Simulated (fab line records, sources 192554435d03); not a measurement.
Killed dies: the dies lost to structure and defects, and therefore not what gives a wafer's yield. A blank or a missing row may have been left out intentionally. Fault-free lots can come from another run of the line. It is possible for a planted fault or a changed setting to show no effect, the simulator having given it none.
Which tool was responsible?	flow n5_finfet	25 wafers from 9 lots sampled at 5 of the route's 1938 steps

== WHAT THE GAUGES SHOWED, per wafer ==
N5_BEOL_M4_RC_MEAS_101. Usual: DIBL_N 36.9 mV/V, standard deviation 1.7; DIBL_P 36.7 mV/V, standard deviation 2.1; IOFF_N 0.17 nA/um, standard deviation 0.032; IOFF_P 0.22 nA/um, standard deviation 0.036; ION_N 674 uA/um, standard deviation 12; ION_P 461 uA/um, standard deviation 7; SS_N 71.7 mV/dec, standard deviation 0.6; SS_P 73.4 mV/dec, standard deviation 0.67; VT_N 249 mV, standard deviation 3.1; VT_P -250 mV, standard deviation 3.2.
lot	measured	on	DIBL_N (mV/V)	DIBL_P (mV/V)	IOFF_N (nA/um)	IOFF_P (nA/um)	ION_N (uA/um)	ION_P (uA/um)	SS_N (mV/dec)	SS_P (mV/dec)	VT_N (mV)	VT_P (mV)	flag
L160	day 8 18:03	prober-02	35.1 37.2 37.5	33.9 36.8 35.1	0.13 0.17 0.17	0.15 0.19 0.16	653 682 677	449 455 451	70.7 71.6 71.5	73.5 73.1 73.5	251 251 248	-257 -255 -256	
L162	day 9 03:32	prober-02	37.5 40.4 37.1	38.3 42.5 38.5	0.17 0.24 0.16	0.21 0.28 0.21	668 691 678	460 463 461	71.6 72.7 72.3	73.6 75.5 73.6	250 242 250	-252 -248 -251	
L164	day 9 04:58	prober-01	38.8 36.9 37.5	41.7 38.2 38.4	0.23 0.18 0.19	0.27 0.21 0.21	694 676 683	468 452 456	72.2 71.8 71.6	74.3 73.9 74.3	245 250 248	-251 -252 -254	
L165	day 9 08:10	prober-01	36.3 35.7 37.0	36.9 35.5 37.6	0.17 0.14 0.17	0.23 0.21 0.25	685 662 676	471 460 467	71.0 71.5 71.1	73.6 73.7 72.9	245 250 248	-246 -250 -246	
L169	day 10 16:14	prober-01	34.8 35.1	34.0 34.4	0.13 0.14	0.19 0.19	656 665	457 459	70.9 71.9	71.8 72.7	253 252	-252 -249	
L174	day 11 13:01	prober-01	36.7 36.9	36.8 36.5	0.14 0.15	0.19 0.18	664 660	454 456	71.6 71.9	73.0 72.7	251 252	-253 -252	
L178	day 13 01:27	prober-01	35.4 37.0 35.2	37.3 37.7 37.1	0.16 0.17 0.15	0.21 0.22 0.21	681 682 682	464 465 461	71.1 70.8 71.0	73.6 73.7 73.0	248 248 250	-250 -249 -249	
L179	day 13 05:11	prober-02	35.5 32.0 35.6	34.9 30.8 34.9	0.14 0.10 0.14	0.19 0.14 0.20	673 651 667	462 452 462	72.0 69.8 71.3	73.8 72.5 73.7	254 255 255	-250 -255 -251	
L181	day 14 00:20	prober-01	39.1 37.7 39.5	38.5 37.1 39.5	0.18 0.16 0.19	0.23 0.22 0.26	663 659 681	460 458 467	71.9 72.1 72.8	74.1 73.7 73.8	251 252 251	-249 -248 -247	

== WHAT TOOL EACH LOT RAN ON (gives the tool, then ch and the chambers of the sampled wafers, and finally the start) ==
lot	N5_FIN_SAQP_ETCH_69	N5_FIN_SAQP_STRIP_70	N5_FIN_SAQP_ETCH_34	N5_FIN_SAQP_FIN_ETCH_36
L160	rie_diel-05 ch 0,3, day 2 13:47	rie_diel-05 ch 0,3, day 2 13:53	rie_diel-05 ch 0,2, day 2 14:48	rie_si-01 ch 0,1,2, day 2 15:01
L162	rie_diel-04 ch 0,1,3, day 3 01:08	rie_diel-04 ch 0,1,3, day 3 01:14	rie_diel-04 ch 0,1, day 3 02:22	rie_si-04 ch 0,1,3, day 3 02:35
L164	rie_diel-02 ch 0,2,3, day 3 13:26	rie_diel-02 ch 0,2,3, day 3 13:32	rie_diel-04 ch 0,1, day 3 14:35	rie_si-04 ch 0,1,2, day 3 14:47
L165	rie_diel-04 ch 2,3, day 3 21:05	rie_diel-04 ch 2,3, day 3 21:11	rie_diel-04 ch 0,2, day 3 22:08	rie_si-04 ch 0,3, day 3 22:21
L169	rie_diel-02 ch 2,3, day 4 22:04	rie_diel-02 ch 2,3, day 4 22:10	rie_diel-04 ch 0, day 5 02:53	rie_si-04 ch 2, day 5 03:07
L174	rie_diel-05 ch 1, day 6 01:13	rie_diel-05 ch 1, day 6 01:19	rie_diel-04 ch 0,2, day 6 02:38	rie_si-03 ch 0,3, day 6 02:50
L178	rie_diel-05 ch 0,1,2, day 7 00:58	rie_diel-05 ch 0,1,2, day 7 01:04	rie_diel-05 ch 1,2,3, day 7 01:55	rie_si-04 ch 0,2,3, day 7 02:08
L179	rie_diel-04 ch 1,2,3, day 7 06:55	rie_diel-04 ch 1,2,3, day 7 07:01	rie_diel-05 ch 0,2, day 7 07:53	rie_si-01 ch 0,2,3, day 7 08:05
L181	rie_diel-04 ch 0,1, day 7 18:54	rie_diel-04 ch 0,1, day 7 19:00	rie_diel-05 ch 0,1,2, day 7 19:50	rie_si-03 ch 1,2, day 7 20:04
- N5_FIN_SAQP_ETCH_69: etches SOC in N2/H2, stops on SiNx, target depth 150 nm.
- N5_FIN_SAQP_STRIP_70: strips in N2/H2.
- N5_FIN_SAQP_ETCH_34: etches SiO2 in C4F6/O2, target depth 45 nm, time 15 s.
- N5_FIN_SAQP_FIN_ETCH_36: etches the open film in HBr/Cl2/O2, target depth 120 nm, time 50.4 s.

== AS READ BY THE TOOLS THEMSELVES (means over the sampled wafers that have a number; for cases with no such wafer, the mark the record gives instead) ==
N5_FIN_SAQP_ETCH_69. Usual: drypump_motor_current_A 5.5 A, standard deviation 0.38; oes_product_au 0.77 a.u., standard deviation 0.088; rf_vpp_V 240.6 V, standard deviation 1.5; showerhead_plenum_p_Torr 2.53 Torr, standard deviation 0.092; throttle_valve_pct 17.78 %, standard deviation 0.23.
lot	tool	drypump_motor_current_A (A)	oes_product_au (a.u.)	rf_vpp_V (V)	showerhead_plenum_p_Torr (Torr)	throttle_valve_pct (%)	flag
L160	rie_diel-05	5.5	0.75	240.4	2.47	17.80	
L162	rie_diel-04	5.6	0.73	239.4	2.50	17.83	
L164	rie_diel-02	5.7	0.82	239.8	2.57	17.83	
L165	rie_diel-04	5.1	0.88	239.6	2.47	17.59	
L169	rie_diel-02	5.7	0.84	242.1	2.62	17.74	
L174	rie_diel-05	5.5	0.74	238.8	2.44	17.95	
L178	rie_diel-05	5.5	0.75	240.3	2.55	17.73	
L179	rie_diel-04	5.2	0.77	240.6	2.51	17.77	
L181	rie_diel-04	5.7	0.70	240.1	2.48	17.97	

N5_FIN_SAQP_STRIP_70. Usual: drypump_motor_current_A 5.5 A, standard deviation 0.38; oes_product_au 0.79 a.u., standard deviation 0.091; rf_vpp_V 121.7 V, standard deviation 0.95; showerhead_plenum_p_Torr 3.35 Torr, standard deviation 0.12; throttle_valve_pct 18.9 %, standard deviation 0.35.
lot	tool	drypump_motor_current_A (A)	oes_product_au (a.u.)	rf_vpp_V (V)	showerhead_plenum_p_Torr (Torr)	throttle_valve_pct (%)	flag
L160	rie_diel-05	5.5	0.77	120.6	3.27	18.8	
L162	rie_diel-04	5.6	0.75	121.7	3.31	18.9	
L164	rie_diel-02	5.7	0.84	121.6	3.39	19.0	
L165	rie_diel-04	5.1	0.90	121.3	3.27	18.5	
L169	rie_diel-02	5.7	0.85	123.8	3.46	18.8	
L174	rie_diel-05	5.5	0.76	121.1	3.22	19.1	
L178	rie_diel-05	5.5	0.77	121.9	3.37	18.9	
L179	rie_diel-04	5.3	0.77	121.4	3.31	18.8	
L181	rie_diel-04	5.7	0.71	121.0	3.29	19.1	

N5_FIN_SAQP_ETCH_34. Usual: drypump_motor_current_A 5.5 A, standard deviation 0.36; etch_rf_on_time_s 15.07 s, standard deviation 0.15; oes_product_au 0.66 a.u., standard deviation 0.068; rf_vpp_V 666 V, standard deviation 9.2; showerhead_plenum_p_Torr 2.83 Torr, standard deviation 0.11; throttle_valve_pct 21.05 %, standard deviation 0.21.
lot	tool	drypump_motor_current_A (A)	etch_rf_on_time_s (s)	oes_product_au (a.u.)	rf_vpp_V (V)	showerhead_plenum_p_Torr (Torr)	throttle_valve_pct (%)	flag
L160	rie_diel-05	5.3	15.00	0.72	666	2.91	20.62	
L162	rie_diel-04	5.7	15.04	0.63	659	2.82	21.20	
L164	rie_diel-04	5.5	15.12	0.62	659	2.88	21.24	
L165	rie_diel-04	5.5	14.99	0.69	664	2.75	21.08	
L169	rie_diel-04	5.8	11.27	0.73	660	2.73	21.30	OFF
L174	rie_diel-04	5.3	13.04	0.77	667	2.75	21.12	OFF
L178	rie_diel-05	5.7	14.98	0.69	673	2.90	21.03	
L179	rie_diel-05	5.6	15.03	0.64	668	2.91	20.83	
L181	rie_diel-05	5.5	14.90	0.65	670	2.85	20.92	

N5_FIN_SAQP_FIN_ETCH_36. Usual: HBr_flow_sccm 150.0 sccm, standard deviation 0.47; drypump_motor_current_A 6.0 A, standard deviation 0.4; oes_product_au 1.005 a.u., standard deviation 0.026; throttle_valve_pct 36.1 %, standard deviation 0.32.
lot	tool	HBr_flow_sccm (sccm)	drypump_motor_current_A (A)	oes_product_au (a.u.)	throttle_valve_pct (%)	flag
L160	rie_si-01	149.9	5.8	0.994	36.2	
L162	rie_si-04	149.6	6.0	1.003	36.2	
L164	rie_si-04	150.2	5.7	0.999	36.1	
L165	rie_si-04	150.3	6.1	0.973	36.2	
L169	rie_si-04	149.9	5.4	1.002	35.7	
L174	rie_si-03	150.3	6.1	0.998	36.2	
L178	rie_si-04	150.2	5.8	0.983	36.0	
L179	rie_si-01	150.5	6.0	1.021	36.0	
L181	rie_si-03	149.9	6.1	1.010	36.5	

== THE ANSWER, worked out from the rows above alone ==
Rule: lot off if the mean of its wafers having a number is beyond 3 standard deviations from the usual mean. A lot without any number at a reading at which 4 lots or more have one is off too. Any other lot the step has rows for is counted as sound. Order of review: gauges by route order, followed by the tools' own readings, for which a lot's mean as printed above is used. The first step at which some lot is off is used, and at that step the reading that is off furthest; a lot without a number counts as furthest.
Off: L169, L174, at N5_FIN_SAQP_ETCH_34 (etch_rf_on_time_s).
If a tool, at that step or one of the process steps before it, ran each lot that is off and ran no sound lot following the first of them, it fits. One candidate fits, namely rie_diel-04 at N5_FIN_SAQP_ETCH_34. A fault onset in the window from L165 (day 3 22:08, its last sound lot) to L169 (day 5 02:53, its first lot off) fits.
On the lots that are off, the tool's own readings at N5_FIN_SAQP_ETCH_34 differ by more than 5 times the standard deviation of the sound lots' means, which bears it out; etch_rf_on_time_s reads 12.15 s there versus 15.01 s on the sound lots.

== WHAT WAS PUT IN BY THE SIMULATOR ==
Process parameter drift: rie_diel-04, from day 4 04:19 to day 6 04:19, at N5_FIN_SAQP_ETCH_34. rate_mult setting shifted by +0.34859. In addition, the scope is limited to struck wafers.
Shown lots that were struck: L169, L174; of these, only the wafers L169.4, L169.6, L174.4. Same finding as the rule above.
